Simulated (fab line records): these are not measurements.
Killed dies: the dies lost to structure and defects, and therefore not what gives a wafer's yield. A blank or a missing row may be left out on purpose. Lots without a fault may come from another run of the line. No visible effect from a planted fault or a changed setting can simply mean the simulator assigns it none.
Which of the tools did it? ; flow nand-harc ; 24 lots, 72 wafers sampled, at 4 steps of a route of 1302

== WHAT THE GAUGES SHOWED, per wafer ==
NHARC_A_CHANNEL_HOLE_D2_CD_MEAS_31. Usual: cd-nm at 90.1 nm, with a standard deviation of 1.2.
lot;measured;on;cd-nm (nm);flag
L075;day 13 10:26;cd-sem-02;90.3 92.1 90.7;
L074;day 13 09:08;cd-sem-01;90.7 92.1 88.0;
L076;day 14 01:12;cd-sem-01;88.8 90.6 90.3;
L077;day 14 09:17;cd-sem-03;89.5 92.5 91.9;
L078;day 14 15:21;cd-sem-03;89.0 89.5 90.4;
L079;day 15 15:34;cd-sem-02;90.0 90.2 90.0;
L080;day 16 04:00;cd-sem-03;87.0 92.9 91.3;
L081;day 16 11:47;cd-sem-02;88.8 90.4 88.8;
L082;day 17 08:42;cd-sem-01;89.7 88.3 90.5;
L083;day 17 20:59;cd-sem-02;89.9 90.1 90.2;
L084;day 17 20:52;cd-sem-03;90.8 89.2 88.7;
L085;day 18 05:11;cd-sem-01;90.1 89.7 89.8;
L086;day 18 05:21;cd-sem-02;87.6 92.0 90.3;
L087;day 19 14:23;cd-sem-01;88.8 90.7 89.9;
L089;day 19 12:32;cd-sem-02;91.0 91.0 90.5;
L088;day 19 20:02;cd-sem-02;94.0 90.6 91.9;
L091;day 20 07:28;cd-sem-01;91.2 89.0 90.3;
L090;day 20 13:57;cd-sem-02;90.5 88.8 89.3;
L093;day 20 22:28;cd-sem-02;90.2 89.7 90.0;
L092;day 21 02:15;cd-sem-02;90.2 89.7 91.1;
L094;day 21 23:36;cd-sem-01;89.8 90.2 91.4;
L095;day 22 05:55;cd-sem-01;89.1 88.9 88.0;
L097;day 22 14:14;cd-sem-01;89.8 90.6 89.7;
L096;day 22 17:53;cd-sem-01;89.6 88.2 90.8;

== WHAT TOOL EACH LOT RAN ON (gives the tool, then ch and the chambers of the sampled wafers, and finally the start) ==
lot;NHARC_A_CHANNEL_FILL_D1_ETCHBACK_20;NHARC_A_DECK1_JOINT_ETCHBACK_00;NHARC_A_CHANNEL_HOLE_D2_ETCH_44
L075;rie-diel-01 ch 1,2, day 10 03:00;rie-si-05 ch 1,2,3, day 11 13:29;rie-diel-10 ch 0,2,3, day 13 09:39
L074;rie-diel-04 ch 0,2, day 10 03:00;rie-si-04 ch 1,2, day 11 13:29;rie-diel-10 ch 0,2,3, day 13 08:20
L076;rie-diel-01 ch 0,3, day 10 16:25;rie-si-04 ch 0,1,2, day 12 03:07;rie-diel-10 ch 1,2, day 14 00:25
L077;rie-diel-01 ch 0,2,3, day 10 23:17;rie-si-05 ch 1,3, day 12 09:49;rie-diel-10 ch 0,1,2, day 14 08:28
L078;rie-diel-04 ch 0,1,2, day 11 04:41;rie-si-04 ch 0,3, day 12 16:32;rie-diel-05 ch 0,2,3, day 14 14:34
L079;rie-diel-01 ch 1,2,3, day 11 19:04;rie-si-05 ch 0,1,2, day 13 05:28;rie-diel-10 ch 0,2,3, day 15 14:44
L080;rie-diel-04 ch 1,2,3, day 12 07:28;rie-si-04 ch 0,2,3, day 13 21:11;rie-diel-07 ch 1,2,3, day 16 03:13
L081;rie-diel-01 ch 1,2,3, day 12 23:32;rie-si-04 ch 0,1,2, day 14 09:58;rie-diel-10 ch 1,3, day 16 11:00
L082;rie-diel-01 ch 1,3, day 13 11:14;rie-si-06 ch 0,1,2, day 15 03:35;rie-diel-07 ch 0,1,2, day 17 07:54
L083;rie-diel-01 ch 0,1,3, day 14 00:50;rie-si-05 ch 0,1,2, day 15 16:42;rie-diel-07 ch 0,2,3, day 17 20:11
L084;rie-diel-04 ch 0,2,3, day 14 00:52;rie-si-04 ch 0,1, day 15 16:40;rie-diel-05 ch 1,3, day 17 20:03
L085;rie-diel-04 ch 1,2,3, day 14 19:15;rie-si-06 ch 1,2,3, day 16 05:49;rie-diel-10 ch 0,1,2, day 18 04:23
L086;rie-diel-01 ch 1,3, day 14 19:16;rie-si-05 ch 0,3, day 16 05:49;rie-diel-07 ch 0,1,3, day 18 04:34
L087;rie-diel-03 ch 0,1,3, day 15 23:30;rie-si-04 ch 2,3, day 17 10:15;rie-diel-05 ch 2,3, day 19 13:35
L089;rie-diel-03 ch 0,1,2, day 15 23:33;rie-si-06 ch 0,2,3, day 17 10:15;rie-diel-10 ch 0,2,3, day 19 11:44
L088;rie-diel-04 ch 1,2,3, day 16 06:55;rie-si-06 ch 0,1, day 17 17:05;rie-diel-07 ch 0,1, day 19 19:14
L091;rie-diel-03 ch 0,1,2, day 16 20:05;rie-si-06 ch 0,1,2, day 18 06:26;rie-diel-10 ch 0,1,3, day 20 06:41
L090;rie-diel-03 ch 0,1, day 17 03:19;rie-si-05 ch 0,3, day 18 13:59;rie-diel-10 ch 2,3, day 20 13:10
L093;rie-diel-04 ch 1,2, day 17 08:39;rie-si-05 ch 0,3, day 18 19:50;rie-diel-10 ch 0,2,3, day 20 21:40
L092;rie-diel-03 ch 1,2,3, day 17 08:41;rie-si-04 ch 0,1,2, day 18 19:51;rie-diel-10 ch 0,2,3, day 21 01:20
L094;rie-diel-01 ch 0,1,3, day 18 07:10;rie-si-05 ch 0,1,3, day 19 18:38;rie-diel-10 ch 0,1,3, day 21 22:49
L095;rie-diel-01 ch 1,3, day 18 17:11;rie-si-04 ch 2,3, day 20 04:07;rie-diel-10 ch 0,1,2, day 22 05:08
L097;rie-diel-04 ch 1,2, day 19 01:49;rie-si-05 ch 0,1,3, day 20 12:20;rie-diel-05 ch 0,3, day 22 13:26
L096;rie-diel-01 ch 1,2,3, day 19 01:50;rie-si-04 ch 0,2, day 20 12:20;rie-diel-05 ch 1,2,3, day 22 17:05
- NHARC_A_CHANNEL_FILL_D1_ETCHBACK_20: etches the open film in C4F8/O2/Ar, target depth 27 nm, time 13.5 s.
- NHARC_A_DECK1_JOINT_ETCHBACK_00: etches the open film in HBr, target depth 30 nm, time 17.4 s.
- NHARC_A_CHANNEL_HOLE_D2_ETCH_44: etches the open film in CF4/O2, target depth 140 nm, overetch 14 nm, time 77 s.

== WHAT THE TOOLS THEMSELVES READ (means of the sampled wafers that have a number; where no wafer has one, the mark that the record gives instead) ==
NHARC_A_CHANNEL_FILL_D1_ETCHBACK_20. Usual: oes-product-au 0.97 a.u., standard deviation 0.038; rf-vpp-V 972 V, standard deviation 3.3.
lot;tool;oes-product-au (a.u.);rf-vpp-V (V);flag
L075;rie-diel-01;1.02;970;
L074;rie-diel-04;0.99;970;
L076;rie-diel-01;1.00;973;
L077;rie-diel-01;0.98;972;
L078;rie-diel-04;1.00;969;
L079;rie-diel-01;1.00;970;
L080;rie-diel-04;0.99;973;
L081;rie-diel-01;0.93;970;
L082;rie-diel-01;0.93;969;
L083;rie-diel-01;0.92;973;
L084;rie-diel-04;0.92;972;
L085;rie-diel-04;0.93;972;
L086;rie-diel-01;0.92;970;
L087;rie-diel-03;1.00;974;
L089;rie-diel-03;1.01;972;
L088;rie-diel-04;1.00;972;
L091;rie-diel-03;0.93;971;
L090;rie-diel-03;1.00;972;
L093;rie-diel-04;0.93;969;
L092;rie-diel-03;0.93;973;
L094;rie-diel-01;0.92;972;
L095;rie-diel-01;1.00;971;
L097;rie-diel-04;1.00;969;
L096;rie-diel-01;0.99;970;

NHARC_A_DECK1_JOINT_ETCHBACK_00. Usual: drypump-motor-current-A 5.6 A, standard deviation 0.33; oes-product-au 1.002 a.u., standard deviation 0.0092; throttle-valve-pct 23.266 %, standard deviation 0.0094.
lot;tool;drypump-motor-current-A (A);oes-product-au (a.u.);throttle-valve-pct (%);flag
L075;rie-si-05;5.7;0.991;23.274;
L074;rie-si-04;5.6;1.000;23.275;
L076;rie-si-04;5.6;1.000;23.272;
L077;rie-si-05;5.4;0.994;23.259;
L078;rie-si-04;5.7;0.999;23.267;
L079;rie-si-05;5.4;1.003;23.269;
L080;rie-si-04;5.6;1.005;23.263;
L081;rie-si-04;5.7;0.998;23.259;
L082;rie-si-06;5.5;1.012;23.268;
L083;rie-si-05;5.4;0.998;23.265;
L084;rie-si-04;5.8;1.007;23.268;
L085;rie-si-06;5.7;1.001;23.266;
L086;rie-si-05;5.7;1.009;23.251;
L087;rie-si-04;5.5;0.994;23.280;
L089;rie-si-06;5.5;1.008;23.268;
L088;rie-si-06;5.8;1.003;23.266;
L091;rie-si-06;5.6;1.002;23.265;
L090;rie-si-05;5.7;1.000;23.264;
L093;rie-si-05;5.9;1.011;23.270;
L092;rie-si-04;5.7;1.000;23.267;
L094;rie-si-05;5.5;1.009;23.260;
L095;rie-si-04;5.5;0.984;23.269;
L097;rie-si-05;5.5;1.010;23.270;
L096;rie-si-04;5.8;0.994;23.265;

NHARC_A_CHANNEL_HOLE_D2_ETCH_44. Usual: drypump-motor-current-A 5.8 A (standard deviation 0.39); mfc-ar-sccm 0.018 sccm (standard deviation 0.015); oes_f_703_au 1.000 a.u. (standard deviation 0.005); oes-product-au 1.001 a.u. (standard deviation 0.009); rf-vpp-V 198.5 V (standard deviation 1.2); showerhead-plenum-p-Torr 1.37 Torr (standard deviation 0.046); throttle-valve-pct 13.396 % (standard deviation 0.0094).
lot;tool;drypump-motor-current-A (A);mfc-ar-sccm (sccm);oes_f_703_au (a.u.);oes-product-au (a.u.);rf-vpp-V (V);showerhead-plenum-p-Torr (Torr);throttle-valve-pct (%);flag
L075;rie-diel-10;5.6;0.021;1.000;1.011;198.2;1.37;13.399;
L074;rie-diel-10;5.6;0.021;1.002;0.998;198.2;1.37;13.392;
L076;rie-diel-10;6.1;0.023;1.002;0.997;197.3;1.35;13.406;
L077;rie-diel-10;5.9;0.011;1.002;1.002;199.1;1.38;13.396;
L078;rie-diel-05;5.9;0.010;0.996;1.000;197.3;1.33;13.398;
L079;rie-diel-10;5.7;0.021;0.994;0.998;198.5;1.37;13.393;
L080;rie-diel-07;5.8;0.018;1.003;0.999;199.1;1.40;13.401;
L081;rie-diel-10;5.4;0.019;0.999;1.002;198.6;1.38;13.397;
L082;rie-diel-07;6.0;0.030;0.996;1.003;198.8;1.39;13.396;
L083;rie-diel-07;5.6;0.020;1.001;1.002;199.0;1.40;13.402;
L084;rie-diel-05;6.2;0.023;1.002;1.004;196.7;1.31;13.397;
L085;rie-diel-10;5.9;0.011;1.001;1.009;199.3;1.38;13.402;
L086;rie-diel-07;5.7;0.021;1.004;0.995;199.0;1.41;13.400;
L087;rie-diel-05;6.1;0.017;0.996;0.996;197.9;1.36;13.401;
L089;rie-diel-10;5.6;0.021;1.004;0.997;198.5;1.37;13.393;
L088;rie-diel-07;5.9;0.033;0.999;1.006;199.4;1.40;13.395;
L091;rie-diel-10;5.5;0.009;1.003;0.996;198.3;1.40;13.396;
L090;rie-diel-10;5.5;0.030;1.005;0.993;198.7;1.35;13.404;
L093;rie-diel-10;5.7;0.021;1.000;0.988;197.8;1.37;13.397;
L092;rie-diel-10;5.6;0.021;0.998;1.002;198.3;1.37;13.389;
L094;rie-diel-10;5.5;0.009;0.999;0.998;198.9;1.40;13.399;
L095;rie-diel-10;5.9;0.011;1.001;1.000;198.8;1.38;13.399;
L097;rie-diel-05;5.9;0.002;0.997;1.005;196.2;1.28;13.401;
L096;rie-diel-05;6.2;0.020;1.000;0.999;197.2;1.34;13.400;

== THE ANSWER, worked out from the rows above alone ==
Rule: a lot is off if the mean of its wafers that have a number lies more than 3 standard deviations from the usual mean. A lot without any number at a reading at which 4 lots or more have one is off too. Where the step has rows for the other lots, those lots are counted as sound. Order of review: gauges by route order, followed by the tools' own readings, for which a lot's mean as printed above is used. The first step at which some lot is off is used, and at that step the reading that is off furthest; a lot without a number counts as furthest.
None of the lots is off at any reading shown; this tells nothing.

== WHAT THE SIMULATOR HAD PUT IN ==
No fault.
